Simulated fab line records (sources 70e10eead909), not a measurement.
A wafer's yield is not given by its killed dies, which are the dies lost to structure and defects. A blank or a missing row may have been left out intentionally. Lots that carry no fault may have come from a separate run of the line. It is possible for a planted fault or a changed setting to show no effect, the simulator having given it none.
Which tool did it?	flow nand_harc	10 lots with 30 wafers sampled at 7 steps, on a route of 1159 steps

WHAT EACH GAUGE READ, for each wafer
NHARC_P_STI_CD_MEAS_09: the cd target is 200 nm.
lot	measured	on	cd_nm (nm)
L809	day 2 20:47	cd_sem-01	199.2 201.9 204.0
L810	day 2 20:58	cd_sem-03	199.7 199.7 198.6
L811	day 3 06:53	cd_sem-03	201.0 200.1 200.3
L812	day 3 12:54	cd_sem-01	202.2 203.0 201.7
L813	day 3 18:31	cd_sem-03	201.6 201.2 202.2
L817	day 4 17:01	cd_sem-01	204.3 202.0 201.8
L819	day 5 04:38	cd_sem-01	201.8 200.9 200.9
L820	day 5 10:43	cd_sem-01	199.1 200.5 201.4
L821	day 5 18:26	cd_sem-02	203.4 201.7 203.2
L823	day 6 05:02	cd_sem-03	222.0 221.0 220.2

NHARC_P_STI_OCD_MEAS_17.
lot	measured	on	trench_depth_nm (nm)	trench_foot_cd_nm (nm)
L809	day 2 21:37	ocd-01	297.2 303.4 298.9	158.5 159.3 162.4
L810	day 2 21:46	ocd-02	303.1 298.8 298.9	157.5 158.1 156.8
L811	day 3 07:40	ocd-01	297.8 297.7 302.0	159.4 158.3 158.5
L812	day 3 13:41	ocd-01	299.6 300.8 300.4	160.1 161.3 159.5
L813	day 3 19:21	ocd-01	300.2 296.3 297.4	159.7 159.5 160.4
L817	day 4 17:50	ocd-01	298.9 296.0 301.9	163.1 160.2 158.9
L819	day 5 05:26	ocd-01	302.8 304.1 303.6	158.8 158.3 158.2
L820	day 5 11:30	ocd-02	297.7 303.0 303.3	157.8 158.3 158.5
L821	day 5 19:13	ocd-01	303.0 297.5 304.5	161.1 159.5 160.7
L823	day 6 05:49	ocd-01	297.7 295.9 294.6	180.5 179.5 179.1

NHARC_END_SORT_01.
lot	measured	on	killed_at_array	killed_at_other	killed_at_periphery	killed_dies	killed_open	killed_short
L823	day 22 17:02	prober-02	42 40 49	0 0 0	3 4 4	45 44 53	1 5 5	1 3 4

WHICH TOOL RAN EACH LOT (tool, then ch and the chambers of the sampled wafers, then the start)
lot	NHARC_P_ZERO_WELL_ETCH_62	NHARC_P_ZERO_WELL_DESCUM_26	NHARC_P_STI_EXPOSE_06	NHARC_P_STI_ETCH_42
L809	rie_diel-10 ch 0,1,2, day 1 20:47 or earlier	rie_diel-09 ch 0,1,2, day 1 20:47	krf_scanner-04 ch 0, day 2 20:38	rie_diel-01 ch 1,2,3, day 2 21:08
L810	rie_diel-10 ch 2,3, day 2 02:45 or earlier	rie_diel-09 ch 1,3, day 2 02:45	krf_scanner-02 ch 0, day 2 20:49	rie_diel-06 ch 1,2,3, day 2 21:20
L811	rie_diel-10 ch 0,1,3, day 2 08:47 or earlier	rie_diel-07 ch 1,2,3, day 2 08:47	krf_scanner-03 ch 0, day 3 06:44	rie_diel-03 ch 0,3, day 3 07:14
L812	rie_diel-09 ch 2,3, day 2 14:49 or earlier	rie_diel-09 ch 0,2,3, day 2 14:49	krf_scanner-04 ch 0, day 3 12:45	rie_diel-03 ch 0,1,2, day 3 13:15
L813	rie_diel-09 ch 1,2,3, day 2 20:39 or earlier	rie_diel-10 ch 0,1,2, day 2 20:39	krf_scanner-03 ch 0, day 3 18:22	rie_diel-03 ch 0,2,3, day 3 18:52
L817	rie_diel-07 ch 0,3, day 3 20:47 or earlier	rie_diel-09 ch 0,1,3, day 3 20:47	krf_scanner-03 ch 0, day 4 16:52	rie_diel-03 ch 0,1,3, day 4 17:23
L819	rie_diel-07 ch 1,3, day 4 08:47 or earlier	rie_diel-10 ch 0,3, day 4 08:47	krf_scanner-04 ch 0, day 5 04:29	rie_diel-01 ch 2,3, day 5 04:59
L820	rie_diel-07 ch 2,3, day 4 14:38 or earlier	rie_diel-09 ch 1,3, day 4 14:38	krf_scanner-03 ch 0, day 5 10:34	rie_diel-01 ch 0,1,2, day 5 11:04
L821	rie_diel-09 ch 1,2,3, day 4 20:44 or earlier	rie_diel-09 ch 1,3, day 4 20:44	krf_scanner-03 ch 0, day 5 18:17	rie_diel-06 ch 0,3, day 5 18:47
L823	rie_diel-10 ch 1,2, day 5 08:38 or earlier	rie_diel-09 ch 1,2, day 5 08:38	krf_scanner-03 ch 0, day 6 04:53	rie_diel-03 ch 0,2,3, day 6 05:22
- NHARC_P_ZERO_WELL_ETCH_62: etches the open film in CHF3/Ar, target depth 13 nm, time 6.5 s.
- NHARC_P_ZERO_WELL_DESCUM_26: chemistry O2, time 3 s.
- NHARC_P_STI_EXPOSE_06: exposes mask P STI, target cd 200 nm.
- NHARC_P_STI_ETCH_42: etches the open film in N2/H2, target depth 80 nm, overetch 24 nm, time 61 s.

WHAT THE TOOLS THEMSELVES READ (means of the sampled wafers that have a number; where no wafer has one, the mark that the record gives instead)
NHARC_P_ZERO_WELL_ETCH_62.
lot	tool	bias_w (W)	chf3_flow_sccm (sccm)	drypump_motor_current_A (A)	oes_product_au (a.u.)	rf_vpp_V (V)	showerhead_plenum_p_Torr (Torr)	throttle_valve_pct (%)
L809	rie_diel-10	199.1	50.08	5.6	0.975	370.5	2.30	20.222
L810	rie_diel-10	200.2	49.98	6.1	0.966	367.8	2.24	20.215
L811	rie_diel-10	200.0	49.93	5.7	0.961	369.3	2.26	20.218
L812	rie_diel-09	199.5	50.00	6.3	0.977	371.4	2.36	20.206
L813	rie_diel-09	200.2	50.04	6.2	0.974	370.4	2.34	20.217
L817	rie_diel-07	200.5	50.06	6.1	0.969	370.1	2.28	20.229
L819	rie_diel-07	199.8	50.14	6.0	0.975	369.5	2.32	20.220
L820	rie_diel-07	199.6	50.09	6.2	0.930	369.3	2.30	20.214
L821	rie_diel-09	200.2	49.94	6.2	0.969	371.4	2.34	20.221
L823	rie_diel-10	199.4	50.05	5.8	0.974	370.1	2.31	20.208

NHARC_P_ZERO_WELL_DESCUM_26.
lot	tool	drypump_motor_current_A (A)	oes_product_au (a.u.)	rf_vpp_V (V)	showerhead_plenum_p_Torr (Torr)	throttle_valve_pct (%)
L809	rie_diel-09	6.1	0.994	57.5	1.87	11.316
L810	rie_diel-09	6.1	0.990	58.5	1.90	11.312
L811	rie_diel-07	5.9	0.994	58.5	1.89	11.306
L812	rie_diel-09	6.2	0.998	58.0	1.91	11.316
L813	rie_diel-10	5.6	0.993	57.5	1.87	11.304
L817	rie_diel-09	6.1	0.985	57.3	1.90	11.310
L819	rie_diel-10	5.9	1.004	57.5	1.82	11.311
L820	rie_diel-09	6.2	1.001	58.0	1.94	11.309
L821	rie_diel-09	6.2	0.999	57.6	1.94	11.304
L823	rie_diel-09	6.2	0.997	57.9	1.87	11.322

NHARC_P_STI_EXPOSE_06.
lot	tool	exposure_dose_mJ_cm2
L809	krf_scanner-04	37.70
L810	krf_scanner-02	37.66
L811	krf_scanner-03	37.66
L812	krf_scanner-04	37.69
L813	krf_scanner-03	37.64
L817	krf_scanner-03	37.66
L819	krf_scanner-04	37.66
L820	krf_scanner-03	37.63
L821	krf_scanner-03	37.60
L823	krf_scanner-03	37.64

NHARC_P_STI_ETCH_42.
lot	tool	bias_w (W)	drypump_motor_current_A (A)	oes_product_au (a.u.)	rf_vpp_V (V)	showerhead_plenum_p_Torr (Torr)	throttle_valve_pct (%)
L809	rie_diel-01	150.3	5.8	1.006	430.1	2.05	14.175
L810	rie_diel-06	150.3	6.2	0.992	432.5	2.12	14.165
L811	rie_diel-03	150.2	5.1	1.009	431.7	2.08	14.170
L812	rie_diel-03	150.5	5.3	1.004	431.0	2.05	14.177
L813	rie_diel-03	149.8	5.1	1.003	430.8	2.07	14.173
L817	rie_diel-03	149.9	5.4	1.009	430.4	2.05	14.176
L819	rie_diel-01	150.2	5.9	0.998	431.0	2.05	14.174
L820	rie_diel-01	150.0	5.7	1.003	432.0	2.08	14.171
L821	rie_diel-06	150.1	5.8	0.993	433.5	2.15	14.162
L823	rie_diel-03	149.6	5.1	1.001	431.7	2.06	14.170

THE ANSWER, worked out from the rows above alone
Rule: what is usual is taken from the lots themselves. The widest of any qualifying gaps counts: lots, ordered by their means at a reading, are off when they make up no more than a third of the lots, leave a main group of 4 or more, and stand apart from it by 3 or more times the standard deviation of that group's means. If all means in a main group match to the digits the tables above print for the reading, that group is not used. A lot without any number at a reading at which 4 lots or more have one is off too. Where the step has rows for the other lots, those lots are counted as sound. Order of review: gauges by route order, followed by the tools' own readings, for which a lot's mean as printed above is used. The first step at which some lot is off is used, and at that step the reading that is off furthest; a lot without a number counts as furthest.
Off, at NHARC_P_STI_CD_MEAS_09 on cd_nm: L823. Mean 201.4 nm and standard deviation 1.1 in the main group.
A tool fits if, at a process step before that reading, it ran every lot that is off, and no sound lot after the first of them. The gauges at NHARC_P_STI_CD_MEAS_09 aren't tried: what is off there is off at NHARC_P_STI_OCD_MEAS_17 too, on other tools, and a gauge's error can't cause that. Because NHARC_P_ZERO_WELL_ETCH_62 lacks a start for some lots, the hours and order of its lots are taken from NHARC_P_ZERO_WELL_DESCUM_26. Can't be told from this: 3 tools fit, rie_diel-10 at NHARC_P_ZERO_WELL_ETCH_62, rie_diel-09 at NHARC_P_ZERO_WELL_DESCUM_26, krf_scanner-03 at NHARC_P_STI_EXPOSE_06.

WHAT WAS PUT IN BY THE SIMULATOR
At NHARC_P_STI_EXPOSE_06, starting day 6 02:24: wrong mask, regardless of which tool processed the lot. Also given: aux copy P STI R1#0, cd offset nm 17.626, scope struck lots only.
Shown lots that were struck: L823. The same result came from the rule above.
